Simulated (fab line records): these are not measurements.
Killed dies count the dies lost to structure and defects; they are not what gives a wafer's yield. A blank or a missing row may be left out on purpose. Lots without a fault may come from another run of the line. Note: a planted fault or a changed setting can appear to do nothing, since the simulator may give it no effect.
fab line records	flow n5-finfet
record lots=7	wafers=21
route steps=1938 shown BEOL_M8@1350 BEOL_M9@1401 BEOL_M10@1500 PASSIVATION@1936
start-h: the number of hours between the record's first day and the start of the first shown wafer of the lot	wait-h: hours elapsed since this lot's preceding step	" identical to the entry in the row above	L1.1+2: a row that stands for several wafers	- no value, or no start given	* or withheld: withheld	< > ~ a bound
route shown NAME@n: names a module that has steps shown in the file, with the first one's number in the route	usual: mean/standard deviation taken from wafers without a fault	same: alike in all rows	chamber/n: place in a boat	sites: readings site by site	_std_site: standard deviation across them	_edge_site: inner sites' mean taken away from outer sites' mean	radius-mm: how far each site lies from the wafer's centre	mask NAME#n: copy n	behind: the last tool/chamber to shape the wafer	hold: why the lot was held/for how many hours/how that ended	device: the n, p or np transistor that did not switch	end of line: tests run on the same wafers once the route is complete	a step without rows: its recipe alone	killed: dies lost to structure and defects at the first sort, not the wafer's yield	map: per-die view of a wafer (x killed, . not killed, _ where there is no die)
set.NAME: the setting the step ran with; set.NAME@STEP: the setting that earlier step ran with	model.NAME: the simulator's own value behind a step, which no gauge read
lots with deliberately changed settings; one table per step, one row per wafer
## steps
# step N5_BEOL_M8_ETCH_62
# recipe chemistry=N2/H2	target=SOC	target-depth-a=1100	overetch-a=220	mask-material=SiARC	temp-c=40	time-s=165	ion-energy-ev=200	pressure-mtorr=30	source-w=840	bias-w=150	n2-flow-sccm=200	h2-flow-sccm=200
# usual rf-vpp-V=524.6/2.9
lot.wafer	tool	chamber	start-h	wait-h	set.source-w	set.dose-mj@BEOL_M8_EXPOSE_08	rf-vpp-V	model.BEOL_M8.cd-offset-nm
L075.1	rie-diel-02	1	204.76	0.0	840	63.49	520.8	-3.6
L075.2	"	0	"	"	840	68.25	528.9	0
L075.6	"	0	"	"	840	68.25	528.2	-0.4
L076.2	rie-diel-02	0	228.31	0.0	840	68.25	529.4	-0.6
L076.4	"	1	"	"	840	68.25	520.6	-0.4
L076.5	"	1	"	"	840	68.25	520.2	-0.4
L079.1	rie-diel-05	2	235.10	0.0	840	68.25	523.7	0.4
L079.3	"	0	"	"	840	68.25	528.2	-0.2
L079.6	"	1	"	"	840	68.25	519.1	-0.2
L081.2	rie-diel-01	1	244.49	0.0	840	69.77	524.3	1
L081.3	"	0	"	"	721	68.25	548.5	0
L081.5	"	2	"	"	840	69.77	524.6	0.8
L088.3	rie-diel-02	2	306.63	0.0	753.4	68.25	541.0	-0.6
L088.5	"	2	"	"	840	68.25	524.4	-0.6
L088.6	"	1	"	"	753.4	68.25	539.9	-1
L089.1	rie-diel-05	2	306.90	0.0	840	72.85	524.3	4
L089.4	"	3	"	"	840	68.25	528.8	0.6
L089.6	"	0	"	"	840	72.85	527.0	3.8
L093.1	rie-diel-01	0	307.44	0.0	840	72.61	522.8	2.8
L093.3	"	3	"	"	933.3	72.61	504.0	4
L093.4	"	1	"	"	933.3	68.25	506.6	0
# step N5_BEOL_M8_STRIP_68
# recipe chemistry=N2/H2	temp-c=40	n2-flow-sccm=200	h2-flow-sccm=200	rf-frequency-hz=6e+07
# step N5_BEOL_M8_STRIP_67
# recipe chemistry=CF4	resist=SiARC	power-w=300	bias-power-w=75	pressure-mtorr=50	cf4-flow-sccm=150	rf-frequency-hz=6e+07
# step N5_BEOL_M8_HM_OPEN_17
# recipe chemistry=Cl2/BCl3	target-depth-a=200	overetch-a=60	target=TiN	mask-material=SOC	ion-energy-ev=150	pressure-mtorr=10	icp-w=1000	bias-w=126	Cl2_flow_sccm=53.25	bcl3-flow-sccm=21.75	Ar_flow_sccm=25
lot.wafer	tool	chamber	start-h	wait-h	set.dose-mj@BEOL_M8_EXPOSE_08	model.BEOL_M8.cd-offset-nm
L075.1	rie-metal-01	0	204.94	0.0	63.49	-3.6
L075.2	"	1	"	"	68.25	0
L075.6	"	0	"	"	68.25	-0.6
L076.2	rie-metal-03	1	228.50	0.0	68.25	-0.6
L076.4+5	"	0	"	"	68.25	-0.4
L079.1	rie-metal-02	1	235.29	0.0	68.25	0.2
L079.3+6	"	0,1	"	"	68.25	-0.2
L081.2	rie-metal-02	0	244.68	0.0	69.77	1
L081.3	"	1	"	"	68.25	-0.2
L081.5	"	0	"	"	69.77	0.8
L088.3+5	rie-metal-01	1	306.85	0.1	68.25	-0.4
L088.6	"	0	"	"	68.25	-1
L089.1	rie-metal-01	0	307.09	0.0	72.85	4
L089.4	"	1	"	"	68.25	0.4
L089.6	"	1	"	"	72.85	3.8
L093.1	rie-metal-02	1	307.63	0.0	72.61	2.6
L093.3	"	1	"	"	72.61	3.8
L093.4	"	0	"	"	68.25	0.2
# step N5_BEOL_M8_STRIP_19
# recipe chemistry=O2	power-w=400	temp-c=40	pressure-mtorr=30	rf-frequency-hz=6e+07	bias-power-w=0	overash-fraction=0.2	o2-flow-sccm=225
# step N5_BEOL_M8_CD_MEAS_18
# recipe pitch-nm=80	target-cd-nm=40
# usual cd-nm=39.9/0.42
lot.wafer	tool	chamber	start-h	wait-h	set.dose-mj@BEOL_M8_EXPOSE_08	cd-nm
L075.1	cd-sem-01	-	205.13	0.0	63.49	36.2
L075.2	"	-	"	"	68.25	39.8
L075.6	"	-	"	"	68.25	39.5
L076.2	cd-sem-03	-	228.68	0.1	68.25	39.3
L076.4	"	-	"	"	68.25	39.4
L076.5	"	-	"	"	68.25	39.3
L079.1	cd-sem-01	-	235.47	0.0	68.25	40.3
L079.3	"	-	"	"	68.25	39.8
L079.6	"	-	"	"	68.25	39.6
L081.2	cd-sem-01	-	244.86	0.1	69.77	41.0
L081.3	"	-	"	"	68.25	40.0
L081.5	"	-	"	"	69.77	40.9
L088.3	cd-sem-01	-	307.14	0.1	68.25	39.6
L088.5	"	-	"	"	68.25	39.3
L088.6	"	-	"	"	68.25	39.0
L089.1	cd-sem-01	-	307.30	0.0	72.85	43.9
L089.4	"	-	"	"	68.25	40.3
L089.6	"	-	"	"	72.85	43.8
L093.1	cd-sem-02	-	307.90	0.0	72.61	42.8
L093.3	"	-	"	"	72.61	43.7
L093.4	"	-	"	"	68.25	40.1
# step N5_BEOL_M8_COAT_63
# recipe resist=SOC	temp-c=250	time-s=60	spin-rpm=1500	resist-thk-nm=60
# step N5_BEOL_M8_COAT_64
# recipe resist=SiARC	temp-c=220	time-s=60	spin-rpm=1500	resist-thk-nm=12
# step N5_BEOL_M8_PRECLEAN_42
# recipe chemistry=residue-remover	time-s=60	temp-c=40
# step N5_BEOL_M8_SRD_43
# recipe time-s=30	temp-c=23	rinse-liquid=diw	dry=ipa-marangoni
# step N5_BEOL_M8_CD_MEAS_35
# recipe target-cd-nm=40	polarity=opening
# usual cd-nm=39.9/0.45
lot.wafer	tool	chamber	start-h	wait-h	set.dose-mj@BEOL_M8_EXPOSE_08	cd-nm
L075.1	cd-sem-02	-	212.06	0.0	63.49	36.2
L075.2	"	-	"	"	68.25	40.1
L075.6	"	-	"	"	68.25	39.4
L076.2	cd-sem-02	-	229.92	0.0	68.25	39.3
L076.4	"	-	"	"	68.25	39.2
L076.5	"	-	"	"	68.25	39.9
L079.1	cd-sem-02	-	237.82	0.0	68.25	40.1
L079.3	"	-	"	"	68.25	39.6
L079.6	"	-	"	"	68.25	40.0
L081.2	cd-sem-01	-	247.51	0.0	69.77	40.6
L081.3	"	-	"	"	68.25	39.7
L081.5	"	-	"	"	69.77	40.5
L088.3	cd-sem-03	-	308.68	0.0	68.25	39.5
L088.5	"	-	"	"	68.25	39.2
L088.6	"	-	"	"	68.25	39.1
L089.1	cd-sem-01	-	309.26	0.0	72.85	44.4
L089.4	"	-	"	"	68.25	40.5
L089.6	"	-	"	"	72.85	43.5
L093.1	cd-sem-02	-	310.66	0.0	72.61	42.6
L093.3	"	-	"	"	72.61	43.5
L093.4	"	-	"	"	68.25	39.8
# step N5_BEOL_M9_ILD_DEP_00
# recipe material=SiCOH_lowk	target-thk-a=3085.1	temp-c=300	precursor=DEMS/porogen	pressure-torr=5	rf-w=500	time-s=58
lot.wafer	tool	chamber	start-h	wait-h	set.time-s	model.SiCOH_lowk_of_BEOL_M9_ILD_DEP_00.thk-nm
L075.1	pecvd-02	1	216.10	0.0	58	309
L075.2	"	2	"	"	58	304.8
L075.6	"	0	"	"	58	314.4
L076.2	pecvd-02	0	232.60	0.0	58	305
L076.4	"	2	"	"	51.86	278.8
L076.5	"	0	"	"	51.86	278.4
L079.1	pecvd-02	0	240.46	0.0	58	305.2
L079.3	"	1	"	"	58	305.4
L079.6	"	1	"	"	58	305
L081.2	pecvd-02	2	252.07	0.0	58	306
L081.3	"	0	"	"	58	306.8
L081.5	"	1	"	"	49.5	263
L088.3	pecvd-02	2	311.09	0.0	58	304.2
L088.5	"	2	"	"	61.09	326.8
L088.6	"	0	"	"	61.09	330.6
L089.1	pecvd-02	0	311.78	0.0	58	304
L089.4	"	1	"	"	58	310
L089.6	"	2	"	"	58	307.2
L093.1	pecvd-02	1	314.43	0.0	58	307
L093.3	"	2	"	"	58	301.6
L093.4	"	1	"	"	64.47	344.8
# step N5_BEOL_M9_CURE_71
# recipe temp-c=385	time-s=240	ambient=He/Ar	material=SiCOH_lowk
lot.wafer	tool	chamber	start-h	wait-h	set.time-s@BEOL_M9_ILD_DEP_00	model.SiCOH_lowk_of_BEOL_M9_ILD_DEP_00.thk-nm
L075.1	uv-cure-01	0	216.18	0.0	58	268.4
L075.2	"	0	"	"	58	264.8
L075.6	"	0	"	"	58	273.2
L076.2	uv-cure-03	1	233.26	0.6	58	265
L076.4	"	1	"	"	51.86	241.8
L076.5	"	1	"	"	51.86	241.4
L079.1+6	uv-cure-03	0	240.54	0.0	58	265
L079.3	"	0	"	"	58	265.2
L081.2	uv-cure-03	2	252.55	0.4	58	265.8
L081.3	"	2	"	"	58	266.4
L081.5	"	2	"	"	49.5	227.8
L088.3	uv-cure-02	1	311.56	0.4	58	264.2
L088.5	"	1	"	"	61.09	284.2
L088.6	"	1	"	"	61.09	287.6
L089.1	uv-cure-02	0	311.88	0.1	58	264
L089.4	"	0	"	"	58	269.4
L089.6	"	0	"	"	58	266.8
L093.1	uv-cure-01	0	314.50	0.0	58	266.8
L093.3	"	0	"	"	58	262
L093.4	"	0	"	"	64.47	300.2
# step N5_BEOL_M9_THK_MEAS_01
# recipe reads=SiCOH_lowk_of_BEOL_M9_ILD_DEP_00
# usual M9_ILD_THK=267/3.2
lot.wafer	tool	chamber	start-h	wait-h	set.time-s@BEOL_M9_ILD_DEP_00	M9_ILD_THK[nm]
L075.1	film-metro-01	-	217.17	0.8	58	268
L075.2	"	-	"	"	58	265
L075.6	"	-	"	"	58	273
L076.2	film-metro-01	-	234.09	0.7	58	265
L076.4	"	-	"	"	51.86	242
L076.5	"	-	"	"	51.86	242
L079.1	film-metro-02	-	241.05	0.4	58	265
L079.3	"	-	"	"	58	265
L079.6	"	-	"	"	58	265
L081.2	film-metro-01	-	252.99	0.4	58	266
L081.3	"	-	"	"	58	267
L081.5	"	-	"	"	49.5	228
L088.3	film-metro-01	-	311.92	0.3	58	264
L088.5	"	-	"	"	61.09	284
L088.6	"	-	"	"	61.09	288
L089.1	film-metro-01	-	312.40	0.4	58	264
L089.4	"	-	"	"	58	269
L089.6	"	-	"	"	58	267
L093.1	film-metro-01	-	315.50	0.8	58	267
L093.3	"	-	"	"	58	262
L093.4	"	-	"	"	64.47	300
# step N5_BEOL_M9_COAT_05
# recipe resist=CAR-ArF	spin-rpm=1500	resist-thk-nm=90
lot.wafer	tool	chamber	start-h	wait-h	set.spin-rpm	model.CAR-ArF_of_BEOL_M9_COAT_05.thk-nm
L075.1	litho-track-01	0	-	-	1500	90
L075.2	"	0	"	"	1651	86
L075.6	"	0	"	"	1500	90.2
L076.2+5	litho-track-01	0	-	-	1500	90.2
L076.4	"	0	"	"	1562	88
L079.1+6	litho-track-01	0	-	-	1500	90.2
L079.3	"	0	"	"	1500	90
L081.2	litho-track-01	0	-	-	1340	95.4
L081.3+5	"	0	"	"	1500	89.8
L088.3	litho-track-01	0	-	-	1500	89.8
L088.5	"	0	"	"	1579	88
L088.6	"	0	"	"	1500	90
L089.1+4	litho-track-04	0	-	-	1500	90.4
L089.6	"	0	"	"	1500	90.2
L093.1	litho-track-01	0	-	-	1500	89.6
L093.3+4	"	0	"	"	1500	89.8
# step N5_BEOL_M9_EBR_07
# recipe solvent=PGMEA	ebr-width-mm=1.5
# step N5_BEOL_M9_SOFTBAKE_06
# recipe temp-c=110	time-s=60	resist=CAR-ArF
# step N5_BEOL_M9_DESCUM_16
# recipe chemistry=O2	time-s=7.9	source-power-w=50	bias-power-w=20	pressure-mtorr=20	rf-frequency-hz=2.712e+07	temp-c=40	resist=CAR-ArF	o2-flow-sccm=225
lot.wafer	tool	chamber	start-h	wait-h	set.spin-rpm@BEOL_M9_COAT_05	model.CAR-ArF_of_BEOL_M9_COAT_05.thk-nm
L075.1	rie-diel-03	1	219.31	0.2	1500	83.4
L075.2	"	0	"	"	1651	79.4
L075.6	"	3	"	"	1500	83.8
L076.2+5	rie-diel-04	3,0	235.08	0.1	1500	83.6
L076.4	"	3	"	"	1562	81.6
L079.1+3+6	rie-diel-04	1,3,1	242.06	0.4	1500	83.6
L081.2	rie-diel-04	2	254.57	0.0	1340	88.8
L081.3+5	"	0,1	"	"	1500	83.2
L088.3+6	rie-diel-04	1,3	314.05	0.0	1500	83.4
L088.5	"	0	"	"	1579	81.4
L089.1+4	rie-diel-03	2,0	314.41	0.0	1500	83.8
L089.6	"	0	"	"	1500	83.6
L093.1	rie-diel-06	2	317.70	0.0	1500	83
L093.3	"	0	"	"	1500	83.2
L093.4	"	3	"	"	1500	83.4
# step N5_BEOL_M9_ETCH_61
# recipe chemistry=CF4	target=SiARC	target-depth-a=390	mask-material=CAR-ArF	time-s=65	ion-energy-ev=80	pressure-mtorr=40	source-w=545	bias-w=36	Ar_flow_sccm=100	cf4-flow-sccm=100	ends=cleared
# usual rf-vpp-V=184.1/1.1
lot.wafer	tool	chamber	start-h	wait-h	set.source-w	set.spin-rpm@BEOL_M9_COAT_05	rf-vpp-V	model.CAR-ArF_of_BEOL_M9_COAT_05.thk-nm
L075.1	rie-diel-03	1	219.34	0.0	545	1500	185.5	55.6
L075.2	"	0	"	"	545	1651	181.6	51.4
L075.6	"	3	"	"	545	1500	185.2	55.8
L076.2	rie-diel-04	3	235.11	0.0	509.6	1500	189.0	55.8
L076.4	"	3	"	"	509.6	1562	187.8	53.6
L076.5	"	0	"	"	545	1500	183.2	55.6
L079.1	rie-diel-04	1	242.09	0.0	545	1500	184.1	55.8
L079.3	"	3	"	"	545	1500	184.8	55.6
L079.6	"	1	"	"	545	1500	182.9	55.6
L081.2	rie-diel-04	2	254.61	0.0	545	1340	183.7	61
L081.3	"	0	"	"	545	1500	184.1	55.2
L081.5	"	1	"	"	545	1500	183.8	55.2
L088.3	rie-diel-04	1	314.09	0.0	545	1500	184.3	55.2
L088.5	"	0	"	"	545	1579	185.6	53.2
L088.6	"	3	"	"	545	1500	184.3	55.4
L089.1	rie-diel-03	2	314.44	0.0	594.2	1500	177.9	56
L089.4	"	0	"	"	545	1500	185.9	56
L089.6	"	0	"	"	545	1500	186.2	55.8
L093.1	rie-diel-06	2	317.73	0.0	545	1500	185.8	55
L093.3	"	0	"	"	545	1500	183.9	55.2
L093.4	"	3	"	"	545	1500	182.7	55.2
# step N5_BEOL_M9_ETCH_62
# recipe chemistry=N2/H2	target=SOC	target-depth-a=1100	overetch-a=220	mask-material=SiARC	temp-c=40	time-s=165	ion-energy-ev=200	pressure-mtorr=30	source-w=840	bias-w=150	n2-flow-sccm=200	h2-flow-sccm=200
lot.wafer	tool	chamber	start-h	wait-h	set.time-s	model.SiARC_of_BEOL_M9_COAT_60.thk-nm
L075.1	rie-diel-03	1	219.39	0.0	145.2	24.2
L075.2	"	0	"	"	165	23.8
L075.6	"	3	"	"	145.2	24.4
L076.2	rie-diel-04	3	235.16	0.0	178.9	22.8
L076.4	"	3	"	"	165	23.4
L076.5	"	0	"	"	178.9	22.6
L079.1+6	rie-diel-04	1	242.14	0.0	165	23.6
L079.3	"	3	"	"	165	23.4
L081.2	rie-diel-04	2	254.66	0.0	165	23.6
L081.3	"	0	"	"	165	23.4
L081.5	"	1	"	"	134.8	24.8
L088.3	rie-diel-04	1	314.14	0.0	165	23.8
L088.5	"	0	"	"	165	23.6
L088.6	"	3	"	"	154.7	24
L089.1+6	rie-diel-03	2,0	314.49	0.0	165	23.6
L089.4	"	0	"	"	148.5	24.2
L093.1	rie-diel-06	2	317.78	0.0	165	23.6
L093.3	"	0	"	"	165	23.4
L093.4	"	3	"	"	165	23.8
# step N5_BEOL_M10_PEB_26
# recipe peb-temp-c=withheld	peb-time-s=60	resist=CAR-ArF
lot.wafer	tool	chamber	start-h	wait-h	set.peb-time-s
L075.1+2	litho-track-04	0	229.35	0.1	69.72
L075.6	"	0	"	"	60
L076.2+4	litho-track-04	0	246.66	0.1	60
L076.5	"	0	"	"	63.53
L079.1+3+6	litho-track-02	0	252.36	0.1	60
L081.2+3+5	litho-track-03	0	263.33	0.1	60
L089.1	litho-track-02	0	326.97	0.1	50.84
L089.4+6	"	0	"	"	60
L088.3	litho-track-04	0	327.48	0.0	71.91
L088.5+6	"	0	"	"	60
L093.1+4	litho-track-03	0	328.62	0.1	55.89
L093.3	"	0	"	"	60
# step N5_BEOL_M10_DEVELOP_27
# recipe develop-time-s=30	developer=TMAH	resist=CAR-ArF	rinse-liquid=diw	dry=air-spin	dev-temp-c=23
# step N5_BEOL_M10_CD_MEAS_28
# recipe target-cd-nm=70	landing-energy-ev=500	detector=se-inlens	polarity=opening
# usual cd-nm=69.6/0.82
lot.wafer	tool	chamber	start-h	wait-h	set.peb-time-s@BEOL_M10_PEB_26	cd-nm
L075.1	cd-sem-02	0	229.41	-	69.72	75.5
L075.2	"	0	"	"	69.72	76.0
L075.6	"	0	"	"	60	69.3
L076.2	cd-sem-02	0	246.72	-	60	68.6
L076.4	"	0	"	"	60	67.7
L076.5	"	0	"	"	63.53	69.8
L079.1	cd-sem-03	0	252.43	-	60	68.9
L079.3	"	0	"	"	60	69.9
L079.6	"	0	"	"	60	69.9
L081.2	cd-sem-03	0	263.40	-	60	71.3
L081.3	"	0	"	"	60	70.0
L081.5	"	0	"	"	60	70.9
L089.1	cd-sem-02	0	327.04	-	50.84	62.3
L089.4	"	0	"	"	60	68.6
L089.6	"	0	"	"	60	69.3
L088.3	cd-sem-03	0	327.54	-	71.91	76.8
L088.5	"	0	"	"	60	69.0
L088.6	"	0	"	"	60	68.5
L093.1	cd-sem-03	0	328.69	-	55.89	66.6
L093.3	"	0	"	"	60	69.2
L093.4	"	0	"	"	55.89	66.4
# step N5_BEOL_M10_VIA_ETCH_34
# recipe chemistry=C4F6/O2	target=SiCOH_lowk	target-depth-a=1845	mask-material=SOC	taper-deg=4	time-s=69.2	ion-energy-ev=250	pressure-mtorr=30	source-w=345	bias-w=185	Ar_flow_sccm=300	C4F6_flow_sccm=10	O2_flow_sccm=10
lot.wafer	tool	chamber	start-h	wait-h	set.time-s	model.etch.depth-nm	model.SOC_of_BEOL_M10_COAT_63.thk-nm
L075.1	rie-diel-05	2	229.74	0.0	65.25	174.6	92.6
L075.2	"	0	"	"	69.2	185.1	92.4
L075.6	"	0	"	"	65.25	174.4	92.4
L076.2	rie-diel-02	0	247.04	0.0	69.2	185.1	92.4
L076.4	"	1	"	"	69.2	180.5	92.2
L076.5	"	1	"	"	69.2	179.3	92.4
L079.1	rie-diel-01	2	252.73	0.0	69.2	181.4	92
L079.3	"	0	"	"	69.2	185.6	91.6
L079.6	"	1	"	"	69.2	187.3	91.4
L081.2+3	rie-diel-05	0,2	263.72	0.0	69.2	182.8	92
L081.5	"	2	"	"	69.2	182.4	91.8
L089.1	rie-diel-05	2	327.42	0.0	74.17	193.8	91.4
L089.4	"	0	"	"	74.17	191.3	91.4
L089.6	"	1	"	"	69.2	185.4	91.6
L088.3	rie-diel-02	2	328.07	0.0	69.2	186.4	92.4
L088.5	"	1	"	"	69.2	178.8	92.4
L088.6	"	2	"	"	69.2	185.6	92.2
L093.1	rie-diel-02	3	329.13	0.0	57.87	151.1	93.4
L093.3	"	1	"	"	57.87	148.9	93.4
L093.4	"	0	"	"	69.2	187.6	92
# step N5_PASSIVATION_PROBE_49
# usual killed-dies=99/17
lot.wafer	tool	chamber	start-h	wait-h	set.time-s@PASSIVATION_PECVD_01	set.time-s@BEOL_M9_ILD_DEP_00	set.peb-time-s@PMOS_HMC_CHANNEL_EPI_PEB_07	killed-dies
L075.1	prober-01	-	288.04	0.0	43.2	58	60	88
L075.2	prober-01	-	288.09	0.1	43.2	58	60	264
L075.6	prober-01	-	288.29	0.3	46.76	58	60	556
L076.2	prober-02	-	299.18	0.1	37.53	58	60	84
L076.4	prober-02	-	299.28	0.2	43.2	51.86	60	109
L076.5	prober-02	-	299.33	0.2	43.2	51.86	60	93
L079.1	prober-02	-	309.02	0.0	43.2	58	60	123
L079.3	prober-02	-	309.12	0.1	43.2	58	60	119
L079.6	prober-02	-	309.27	0.3	43.2	58	60	79
L081.2	prober-02	-	319.66	0.1	49.24	58	53.56	1148
L081.3	prober-02	-	319.71	0.1	49.24	58	53.56	1151
L081.5	prober-02	-	319.81	0.2	43.2	49.5	60	261
L093.1	prober-01	-	394.71	0.0	47.04	58	66.28	789
L093.3	prober-01	-	394.81	0.1	43.2	58	66.28	466
L093.4	prober-01	-	394.86	0.2	47.04	64.47	60	1069
L089.1	prober-01	-	395.10	0.0	49.43	58	71.91	1166
L089.4	prober-01	-	395.25	0.2	43.2	58	60	78
L089.6	prober-01	-	395.35	0.3	43.2	58	60	117
L088.3	prober-01	-	399.87	0.1	43.2	58	63.75	121
L088.5	prober-01	-	399.97	0.2	40.42	61.09	60	91
L088.6	prober-01	-	400.02	0.3	40.42	61.09	60	72
## key
split step=N5_BEOL_M8_ETCH_62	setting=source-w	stated=840	by=wafer
response step=N5_BEOL_M8_ETCH_62	reading=rf-vpp-V	change=-1.63	per=1%	r=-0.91
split step=N5_BEOL_M9_ILD_DEP_00	setting=time-s	stated=58	by=wafer
response step=N5_BEOL_M9_ILD_DEP_00	reading=model.SiCOH_lowk_of_BEOL_M9_ILD_DEP_00.thk-nm	change=+3.12	per=1%	r=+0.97
response step=N5_BEOL_M9_CURE_71	reading=model.SiCOH_lowk_of_BEOL_M9_ILD_DEP_00.thk-nm	change=+2.76	per=1%	r=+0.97
response step=N5_BEOL_M9_THK_MEAS_01	reading=M9_ILD_THK	change=+2.77	per=1%	r=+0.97
response step=N5_PASSIVATION_PROBE_49	reading=killed-dies	slope=+46.7	per=1%	together-with=time-s@PASSIVATION_PECVD_01,peb-time-s@PMOS_HMC_CHANNEL_EPI_PEB_07	explained=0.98
split step=N5_BEOL_M9_COAT_05	setting=spin-rpm	stated=1500	by=wafer
response step=N5_BEOL_M9_COAT_05	reading=model.CAR-ArF_of_BEOL_M9_COAT_05.thk-nm	change=-0.462	per=1%	r=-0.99
response step=N5_BEOL_M9_DESCUM_16	reading=model.CAR-ArF_of_BEOL_M9_COAT_05.thk-nm	change=-0.465	per=1%	r=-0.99
response step=N5_BEOL_M9_ETCH_61	reading=model.CAR-ArF_of_BEOL_M9_COAT_05.thk-nm	change=-0.48	per=1%	r=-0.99
split step=N5_BEOL_M9_ETCH_61	setting=source-w	stated=545	by=wafer
response step=N5_BEOL_M9_ETCH_61	reading=rf-vpp-V	change=-0.866	per=1%	r=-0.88
split step=N5_BEOL_M9_ETCH_62	setting=time-s	stated=165	by=wafer
response step=N5_BEOL_M9_ETCH_62	reading=model.SiARC_of_BEOL_M9_COAT_60.thk-nm	change=-0.0632	per=1%	r=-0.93
split step=N5_BEOL_M10_PEB_26	setting=peb-time-s	stated=60	by=wafer
response step=N5_BEOL_M10_CD_MEAS_28	reading=cd-nm	change=+0.404	per=1%	r=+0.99
split step=N5_BEOL_M10_VIA_ETCH_34	setting=time-s	stated=69.2	by=wafer
response step=N5_BEOL_M10_VIA_ETCH_34	reading=model.etch.depth-nm	change=+2.06	per=1%	r=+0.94
response step=N5_BEOL_M10_VIA_ETCH_34	reading=model.SOC_of_BEOL_M10_COAT_63.thk-nm	change=-0.0708	per=1%	r=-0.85
split outside-this-file step=N5_PMOS_HMC_CHANNEL_EPI_PEB_07 setting=peb-time-s
split outside-this-file step=N5_BEOL_M8_EXPOSE_08 setting=dose-mj
split outside-this-file step=N5_PASSIVATION_PECVD_01 setting=time-s
# split outside-this-file: this setting was split too, and the file shows its column; the key of that split is in another file
